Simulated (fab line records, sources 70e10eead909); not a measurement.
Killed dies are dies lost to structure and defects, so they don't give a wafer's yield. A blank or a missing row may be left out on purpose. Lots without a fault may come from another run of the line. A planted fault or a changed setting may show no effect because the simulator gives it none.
Tool commonality check | flow nand_harc | 4 lots, 12 wafers sampled

WHY IT WAS OPENED
At NHARC_END_SORT_01 the reading killed_at_array is flagged on 3 of 4 lots. Wafers without a fault read 57, standard deviation 18.
Rule: a lot is flagged when every wafer of it that has a number lies more than 4 standard deviations from that mean, or none has a number. The other lots count as sound.

lot  | measured     | on        | killed_at_array, wafer by wafer | flag
L742 | day 30 08:52 | prober-01 | 677 674 676                     | FLAGGED
L744 | day 31 20:59 | prober-01 | 673 674 671                     | FLAGGED
L745 | day 32 04:54 | prober-02 | 669 672 670                     | FLAGGED
L746 | day 32 04:56 | prober-01 | 86 97 111                       |
The numbers of the flagged lots are 673 on average: +616 against the usual, or +34 standard deviations.

WHICH TOOL RAN EACH LOT
The record holds 4 process steps before the reading, out of a route of 1302 steps. In each cell: the tool, then ch and the chambers that the sampled wafers went through, then the start.
lot  | flag    | NHARC_A_CHANNEL_HOLE_D2_ETCH_39    | NHARC_A_CHANNEL_HOLE_D2_ETCH_34               | NHARC_A_CHANNEL_HOLE_D2_ETCH_16               | NHARC_A_CHANNEL_HOLE_D2_ETCH_19
L742 | FLAGGED | rie_diel-08 ch 1,2,3, day 19 12:41 | rie_diel-08 ch 1,2,3, day 19 13:37 or earlier | rie_diel-08 ch 1,2, day 19 13:37 or earlier   | har_etch-01 ch 0,1, day 19 13:37
L744 | FLAGGED | rie_diel-06 ch 0,1,3, day 20 07:58 | rie_diel-06 ch 0,2,3, day 20 08:58 or earlier | rie_diel-06 ch 0,1,3, day 20 08:58 or earlier | har_etch-01 ch 0,1, day 20 08:58
L745 | FLAGGED | rie_diel-08 ch 0,2,3, day 20 19:14 | rie_diel-08 ch 1,2,3, day 20 22:40 or earlier | rie_diel-08 ch 1,2,3, day 20 22:40 or earlier | har_etch-02 ch 0,1, day 20 22:40
L746 |         | rie_diel-06 ch 0,2,3, day 20 19:47 | rie_diel-06 ch 0,1,2, day 21 02:13 or earlier | rie_diel-06 ch 0,1,2, day 21 02:13 or earlier | har_etch-01 ch 0,1, day 21 02:13
What these steps do:
- NHARC_A_CHANNEL_HOLE_D2_ETCH_39: etches the open film in N2/H2, target depth 260 nm, time 325 s.
- NHARC_A_CHANNEL_HOLE_D2_ETCH_34: etches the open film in CF4/CHF3, target depth 154 nm, time 77 s.
- NHARC_A_CHANNEL_HOLE_D2_ETCH_16: etches the open film in O2/COS, target depth 3100 nm, time 806 s.
- NHARC_A_CHANNEL_HOLE_D2_ETCH_19: etches the open film in C4F8/O2/Ar, time 34.5 s.
- NHARC_END_SORT_01

FLAGGED OVER TOTAL, TOOL BY TOOL (the gauges that took the reading come last)
step                            | tool        | lots run | flagged | share of the flagged lots | sound lots run after its first flagged lot
NHARC_A_CHANNEL_HOLE_D2_ETCH_39 | rie_diel-06 | 2        | 1       | some                      | 1 (L746)
NHARC_A_CHANNEL_HOLE_D2_ETCH_39 | rie_diel-08 | 2        | 2       | some                      | 0
NHARC_A_CHANNEL_HOLE_D2_ETCH_34 | rie_diel-06 | 2        | 1       | some                      | 1 (L746)
NHARC_A_CHANNEL_HOLE_D2_ETCH_34 | rie_diel-08 | 2        | 2       | some                      | 0
NHARC_A_CHANNEL_HOLE_D2_ETCH_16 | rie_diel-06 | 2        | 1       | some                      | 1 (L746)
NHARC_A_CHANNEL_HOLE_D2_ETCH_16 | rie_diel-08 | 2        | 2       | some                      | 0
NHARC_A_CHANNEL_HOLE_D2_ETCH_19 | har_etch-01 | 3        | 2       | some                      | 1 (L746)
NHARC_A_CHANNEL_HOLE_D2_ETCH_19 | har_etch-02 | 1        | 1       | some                      | 0
NHARC_END_SORT_01               | prober-01   | 3        | 2       | some                      | 1 (L746)
NHARC_END_SORT_01               | prober-02   | 1        | 1       | some                      | 0
NHARC_A_CHANNEL_HOLE_D2_ETCH_34 gives no start for some lots, so the hours and the order of its lots are those of NHARC_A_CHANNEL_HOLE_D2_ETCH_19. NHARC_A_CHANNEL_HOLE_D2_ETCH_16 gives no start for some lots, so the hours and the order of its lots are those of NHARC_A_CHANNEL_HOLE_D2_ETCH_19.

WHAT THE TABLE ALLOWS
No row of the table ran every flagged lot.

WHAT THE SIMULATOR HAD PUT IN
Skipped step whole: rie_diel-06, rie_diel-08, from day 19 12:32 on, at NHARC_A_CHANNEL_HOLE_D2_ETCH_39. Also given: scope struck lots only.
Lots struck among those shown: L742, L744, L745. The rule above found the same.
